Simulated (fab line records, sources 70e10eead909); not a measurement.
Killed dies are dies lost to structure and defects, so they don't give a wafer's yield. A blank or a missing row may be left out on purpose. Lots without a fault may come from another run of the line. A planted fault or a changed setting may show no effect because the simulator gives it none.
Tool commonality check | flow nand_harc | 14 lots, 51 wafers sampled

WHY IT WAS OPENED
At NHARC_A_ONON_D1_THK_MEAS_05 the reading thk_nm is flagged on 3 of 14 lots. Wafers without a fault read 999 nm, standard deviation 10.
Rule: a lot is flagged when every wafer of it that has a number lies more than 4 standard deviations from that mean, or none has a number. The other lots count as sound.

lot  | measured     | on            | thk_nm (nm), wafer by wafer   | flag
L823 | day 7 11:44  | film_metro-01 | 986 985 985                   |
L826 | day 8 23:46  | film_metro-02 | 1015 1015 1016                |
L827 | day 9 08:25  | film_metro-02 | 989 989 988                   |
L828 | day 9 23:43  | film_metro-01 | 1008 1007 1008                |
L830 | day 11 02:53 | film_metro-02 | 1657 1658 1656 1656 1656 1659 | FLAGGED
L832 | day 11 18:58 | film_metro-01 | 1676 1675 1675 1677 1675 1677 | FLAGGED
L834 | day 12 08:13 | film_metro-01 | 1670 1668 1669 1669 1670 1670 | FLAGGED
L838 | day 14 05:37 | film_metro-02 | 1005 1004 1005                |
L842 | day 15 10:31 | film_metro-02 | 991 991 990                   |
L841 | day 15 10:31 | film_metro-01 | 999 999 998                   |
L843 | day 15 21:05 | film_metro-01 | 1005 1003 1004                |
L844 | day 16 08:35 | film_metro-01 | 993 993 993                   |
L845 | day 16 23:28 | film_metro-01 | 1002 1000 1003                |
L846 | day 17 08:00 | film_metro-02 | 990 990 991                   |
The numbers of the flagged lots are 1667 nm on average: +668 nm against the usual, or +67 standard deviations.

WHICH TOOL RAN EACH LOT
The record holds 2 process steps before the reading, out of a route of 1302 steps. In each cell: the tool, then ch and the chambers that the sampled wafers went through, then the start.
lot  | flag    | NHARC_A_ZERO_WELL_DESCUM_12        | NHARC_A_ONON_D1_DEP_03
L823 |         | rie_diel-03 ch 0,1,3, day 6 14:02  | pecvd_onon-02 ch 0, day 7 11:13
L826 |         | rie_diel-05 ch 0,2, day 8 00:43    | pecvd_onon-01 ch 0, day 8 23:19
L827 |         | rie_diel-05 ch 2,3, day 8 09:20    | pecvd_onon-04 ch 0, day 9 07:55
L828 |         | rie_diel-03 ch 0,1,2, day 8 19:28  | pecvd_onon-01 ch 0, day 9 23:16
L830 | FLAGGED | rie_diel-03 ch 2,3, day 10 00:07   | pecvd_onon-04 ch 0, day 11 02:29
L832 | FLAGGED | rie_diel-03 ch 2,3, day 10 18:26   | pecvd_onon-04 ch 0, day 11 18:31
L834 | FLAGGED | rie_diel-05 ch 0,1,3, day 11 10:17 | pecvd_onon-04 ch 0, day 12 07:43
L838 |         | rie_diel-03 ch 1,2,3, day 13 05:17 | pecvd_onon-02 ch 0, day 14 05:07
L842 |         | rie_diel-06 ch 0,2,3, day 14 12:11 | pecvd_onon-01 ch 0, day 15 10:00
L841 |         | rie_diel-03 ch 0,1,2, day 14 11:59 | pecvd_onon-02 ch 0, day 15 10:00
L843 |         | rie_diel-06 ch 0,3, day 14 21:33   | pecvd_onon-01 ch 0, day 15 20:34
L844 |         | rie_diel-03 ch 0,1, day 15 10:49   | pecvd_onon-04 ch 0, day 16 08:08
L845 |         | rie_diel-03 ch 1,2, day 16 01:08   | pecvd_onon-04 ch 0, day 16 22:57
L846 |         | rie_diel-03 ch 1,2, day 16 08:58   | pecvd_onon-01 ch 0, day 17 07:33
What these steps do:
- NHARC_A_ZERO_WELL_DESCUM_12: chemistry O2, time 3 s.
- NHARC_A_ONON_D1_DEP_03: target thk 1000 nm.
- NHARC_A_ONON_D1_THK_MEAS_05: measures by ellipsometry.

FLAGGED OVER TOTAL, TOOL BY TOOL (the gauges that took the reading come last)
step                        | tool          | lots run | flagged | share of the flagged lots | sound lots run after its first flagged lot
NHARC_A_ZERO_WELL_DESCUM_12 | rie_diel-03   | 9        | 2       | some                      | 5 (L838,L841,L844,L845,L846)
NHARC_A_ZERO_WELL_DESCUM_12 | rie_diel-05   | 3        | 1       | some                      | 0
NHARC_A_ZERO_WELL_DESCUM_12 | rie_diel-06   | 2        | 0       | none                      | -
NHARC_A_ONON_D1_DEP_03      | pecvd_onon-01 | 5        | 0       | none                      | -
NHARC_A_ONON_D1_DEP_03      | pecvd_onon-02 | 3        | 0       | none                      | -
NHARC_A_ONON_D1_DEP_03      | pecvd_onon-04 | 6        | 3       | all                       | 2 (L844,L845)
NHARC_A_ONON_D1_THK_MEAS_05 | film_metro-01 | 8        | 2       | some                      | 4 (L841,L843,L844,L845)
NHARC_A_ONON_D1_THK_MEAS_05 | film_metro-02 | 6        | 1       | some                      | 3 (L838,L842,L846)

WHAT THE TABLE ALLOWS
1 row of the table ran every flagged lot: pecvd_onon-04 at NHARC_A_ONON_D1_DEP_03.
- pecvd_onon-04 at NHARC_A_ONON_D1_DEP_03: 3 of its 6 lots flagged. Sound lots ran on it after the first flagged one (L844, L845), which a lasting fault on the whole tool wouldn't allow.
No row of the table ran every flagged lot and no sound lot after the first.

WHAT THE SIMULATOR HAD PUT IN
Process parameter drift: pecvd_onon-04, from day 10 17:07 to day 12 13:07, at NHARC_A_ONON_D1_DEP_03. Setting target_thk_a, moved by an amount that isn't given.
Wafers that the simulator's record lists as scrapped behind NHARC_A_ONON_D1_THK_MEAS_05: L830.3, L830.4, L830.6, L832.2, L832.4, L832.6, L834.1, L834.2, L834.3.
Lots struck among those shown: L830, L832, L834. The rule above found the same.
